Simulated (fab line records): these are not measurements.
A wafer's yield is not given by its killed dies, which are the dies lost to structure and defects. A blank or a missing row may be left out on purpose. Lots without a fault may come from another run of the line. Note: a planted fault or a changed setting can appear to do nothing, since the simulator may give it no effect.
Which tool was responsible? ; flow nandHarc ; 7 lots, 21 wafers sampled, at 2 steps of a route of 1302

## WHAT THE GAUGES SHOWED, per wafer
NHARC_A_ONON_D2_THK_MEAS_27: measures by ellipsometry.
lot;measured;on;thkNm (nm)
L889;day 13 14:56;filmMetro-01;1001 1002 1001
L893;day 15 10:13;filmMetro-01;1011 1011 1010
L895;day 16 06:59;filmMetro-01;1004 1005 1005
L897;day 17 10:31;filmMetro-02;1023 1022 1024
L900;day 17 21:23;filmMetro-02;1000 1001 1001
L904;day 19 14:05;filmMetro-01;999 998 999
L910;day 22 06:32;filmMetro-02;998 997 997

## TOOL THAT RAN EACH LOT (tool first, then ch and the chambers of the sampled wafers, then the start)
lot;NHARC_A_ONON_D2_DEP_25
L889;pecvdOnon-04 ch 0, day 13 14:25
L893;pecvdOnon-01 ch 0, day 15 09:42
L895;pecvdOnon-01 ch 0, day 16 06:35
L897;pecvdOnon-04 ch 0, day 17 10:00
L900;pecvdOnon-01 ch 0, day 17 20:53
L904;pecvdOnon-03 ch 0, day 19 13:37
L910;pecvdOnon-01 ch 0, day 22 06:02
- NHARC_A_ONON_D2_DEP_25: target thk 1000 nm.

## THE ANSWER, worked out from the rows above alone
Rule: the usual values come from the lots themselves. The widest of any qualifying gaps counts: lots, ordered by their means at a reading, are off when they make up no more than a third of the lots, leave a main group of 4 or more, and stand apart from it by 3 or more times the standard deviation of that group's means. If all means in a main group match to the digits the tables above print for the reading, that group is not used. A lot without any number at a reading at which 4 lots or more have one is off too. Where the step has rows for the other lots, those lots are counted as sound.
No lot is off at any reading shown: from this, nothing can be told.

## WHAT HAD BEEN PUT IN BY THE SIMULATOR
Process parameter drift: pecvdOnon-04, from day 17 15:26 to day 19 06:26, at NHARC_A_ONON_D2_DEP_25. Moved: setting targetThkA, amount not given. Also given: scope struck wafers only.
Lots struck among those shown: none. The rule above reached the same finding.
